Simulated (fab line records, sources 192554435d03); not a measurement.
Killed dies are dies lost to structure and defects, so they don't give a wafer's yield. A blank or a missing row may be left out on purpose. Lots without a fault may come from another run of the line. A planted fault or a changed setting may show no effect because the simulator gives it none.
Split-lot experiment | flow n5_finfet | 7 lots, 21 wafers read, on a route of 1938 steps

THE SPLIT
At N5_PASSIVATION_PECVD_35 (deposits SiNx from SiH4/NH3/N2, target thk 700 nm, time 151.3 s), the setting time_s was moved away from the recipe's 151.3 s on 7 of the 21 wafers read, by -11.8% to -5.0%. The other wafers ran this setting at the recipe's value.

The reading is taken at the split's own step.

THE READING
SiNx_of_PASSIVATION_PECVD_35.thk_nm (the simulator's own value, which no gauge read), in nm, at N5_PASSIVATION_PECVD_35 (deposits SiNx from SiH4/NH3/N2, target thk 700 nm, time 151.3 s). The file gives no usual value for it. The 14 wafers here that ran the recipe average 704.9 nm, standard deviation 11 nm.

wafer  | tool, chamber at the split | time_s as run, s | against the recipe | SiNx_of_PASSIVATION_PECVD_35.thk_nm, nm | against lot-mates on the recipe
L074.1 | pecvd-03, 0                | 151.3            | recipe             | 698.2                                   | -
L074.2 | pecvd-03, 1                | 151.3            | recipe             | 702.4                                   | -
L074.6 | pecvd-03, 2                | 151.3            | recipe             | 722                                     | -
L076.1 | pecvd-02, 0                | 142.1            | -6.1%              | 638.2                                   | -53.2
L076.3 | pecvd-02, 2                | 151.3            | recipe             | 691.4                                   | -
L076.6 | pecvd-02, 2                | 142.1            | -6.1%              | 659.4                                   | -32.0
L078.3 | pecvd-03, 2                | 151.3            | recipe             | 700.8                                   | -
L078.4 | pecvd-03, 0                | 151.3            | recipe             | 719                                     | -
L078.6 | pecvd-03, 2                | 151.3            | recipe             | 712.2                                   | -
L081.1 | pecvd-02, 1                | 151.3            | recipe             | 711.4                                   | -
L081.2 | pecvd-02, 2                | 133.4            | -11.8%             | 607.4                                   | -103.3
L081.6 | pecvd-02, 0                | 151.3            | recipe             | 710                                     | -
L080.1 | pecvd-02, 0                | 151.3            | recipe             | 691                                     | -
L080.3 | pecvd-02, 1                | 151.3            | recipe             | 696.2                                   | -
L080.5 | pecvd-02, 1                | 151.3            | recipe             | 723                                     | -
L088.2 | pecvd-01, 2                | 134.3            | -11.2%             | 622                                     | -76.8
L088.3 | pecvd-01, 1                | 134.3            | -11.2%             | 618.8                                   | -80.0
L088.5 | pecvd-01, 0                | 151.3            | recipe             | 698.8                                   | -
L097.2 | pecvd-01, 0                | 143.7            | -5.0%              | 648.6                                   | -44.0
L097.3 | pecvd-01, 2                | 151.3            | recipe             | 692.6                                   | -
L097.5 | pecvd-01, 0                | 143.7            | -5.0%              | 657.4                                   | -35.2

THE FIT
A straight line over all 21 wafers: SiNx_of_PASSIVATION_PECVD_35.thk_nm changes by +8.11 nm for each +1% of time_s; r = +0.95; the points scatter about the line by 11 nm.
The same after taking each lot's own level away (the mean of its wafers on the recipe; 21 wafers): +7.56 nm for each +1%; r = +0.96; scatter 9.3 nm.
On that fit, the largest move of time_s shifts the reading by 89 nm.
The lots' own levels span 691.40 to 710.70 nm, that is 1.8 times the standard deviation above.
So the lot-to-lot level changes the slope little: the two slopes agree.
Check: with one of the wafers moved furthest among these (-11.8%) left out of the fit, the line predicts -83.9 nm for it against its lot-mates. It came out at -103 nm against them.

OTHER SPLITS ON THESE WAFERS
These wafers also went through other splits before the reading. Each is held against what the fit with the lots' levels taken away leaves over:
other split on the same wafers    | wafers away from the commonest value | r with SiNx_of_PASSIVATION_PECVD_35.thk_nm (lot level and that fit taken away)
N5_BEOL_M13_PEB_26 peb_time_s     | 8                                    | +0.29
N5_BEOL_M14_ETCH_68 time_s        | 9                                    | -0.04
N5_BEOL_M15_EXPOSE_25 dose_mj     | 7                                    | -0.39
N5_BEOL_M15_TRENCH_ETCH_34 bias_w | 7                                    | +0.07
N5_MIM_BOT_ETCH_ETCH_04 time_s    | 7                                    | -0.04

THE FILE'S OWN FIT
SiNx_of_PASSIVATION_PECVD_35.thk_nm changes by +7.8 nm for each +1% of time_s, r = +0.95.
